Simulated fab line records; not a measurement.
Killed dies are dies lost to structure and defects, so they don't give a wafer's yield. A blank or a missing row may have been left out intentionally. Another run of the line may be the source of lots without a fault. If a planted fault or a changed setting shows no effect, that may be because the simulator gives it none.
Code-filled problem report in 8D (eight disciplines) form | flow n5-finfet | the parts of the form that need people (team, actions taken, sign-off) are left out

== 1. THE PROBLEM ==
Mean of killed_at_M0_to_M3 at N5_PASSIVATION_PROBE_49: 136 across 6 wafers in 2 lots; on wafers with no fault it is 36 (standard deviation 10). That is +10 standard deviations from the usual mean.
Earliest sighting: wafer L511.1 on prober-02 at day 16 14:49. At this step, 18 wafers from 6 lots have a number in the record. Rule for "out" (also "out of limits"): further than 4 standard deviations from the usual mean. All remaining wafers that have a number are taken as sound.

== 2. WHAT IT IS; WHAT IT IS NOT ==
question                    | is                     | is not
which readings at this step | killed_at_M0_to_M3     | killed_at_M4_up, killed-at-contacts, killed-at-front-end, killed-at-other, killed-open, sort_bin_8_speed
which lots                  | L511, L516             | L499, L500, L505, L519
which wafers of those lots  | all that have a number | -
read on which tools         | prober-02              | prober-01
when                        | from day 16 14:49      | up to then (9 sound wafers); but 3 sound wafers of L519 came after

== 3. WHAT RULES OUT EACH SUSPECT ==
Counting: a tool at a process step up to the reading stays a suspect if it ran every lot that is out and no sound lot after the first of them.
- pvd-sputter-02 at N5_BEOL_M0_SPUTTER_134 (material Cu, target thk 4 nm, time 7.37 s): kept. It processed each lot that is out, first L511 at day 9 17:59, and no sound lot thereafter; up to then, the last sound lot it processed was L505 at day 7 22:52.
- prober-02 at N5_PASSIVATION_PROBE_49: kept. It ran every lot that is out, first L511 (day 16 14:49), and no sound lot after that. Its own killed_at_M0_to_M3 readings are out on those wafers.
Left after counting: pvd-sputter-02 at N5_BEOL_M0_SPUTTER_134, prober-02 at N5_PASSIVATION_PROBE_49.

== 4. THE CAUSE (what the simulator had put in) ==
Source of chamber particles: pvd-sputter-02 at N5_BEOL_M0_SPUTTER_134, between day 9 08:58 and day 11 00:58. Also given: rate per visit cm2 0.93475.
Counting left 2 suspects, and this tool is among them.

== 5. THE CHAIN OF EFFECTS, in route order ==
Rows list readings where the struck wafers' mean (over those with a number) sits beyond 3 standard deviations from the usual. Only readings for which the record gives a usual standard deviation are gone through. hours: the time from each lot's start at the first step in this table that gives one to its start at this step, as a median over the lots. sigmas: the change in usual standard deviations.
hours | step                    | reading              | usual  | on struck wafers | change | sigmas
0     | N5_PASSIVATION_PROBE_49 | defect-limited-yield | 91.3 % | 83.0             | -8.3   | -5.9
0     | N5_PASSIVATION_PROBE_49 | killed_at_M0_to_M3   | 36     | 136              | +100   | +10
0     | N5_PASSIVATION_PROBE_49 | killed-dies          | 103    | 200              | +97    | +6.1
0     | N5_PASSIVATION_PROBE_49 | sort_bin_5_function  | 5.1 %  | 10.5             | +5.4   | +5.8
0     | N5_PASSIVATION_PROBE_49 | sort-n-pass          | 1077   | 980              | -97    | -5.7
0     | N5_PASSIVATION_PROBE_49 | sort-yield-pct       | 91.2 % | 83.0             | -8.2   | -5.8
Here are the process steps it includes:
- N5_PASSIVATION_PROBE_49

== 6. WHAT WOULD HAVE CAUGHT IT SOONER ==
174 hours passed between the start of the fault at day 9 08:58 and the first reading out of limits in this record, taken at day 16 14:49.
No tool reading at N5_BEOL_M0_SPUTTER_134 that has a usual standard deviation in the record was out on any struck wafer, so an alarm limit of 4 standard deviations on those readings would not have fired.
Each of the lots that are out, 2 in all, had begun N5_BEOL_M0_SPUTTER_134 on pvd-sputter-02 no later than day 16 14:49. A hold on the tool at that time would have spared none of them.
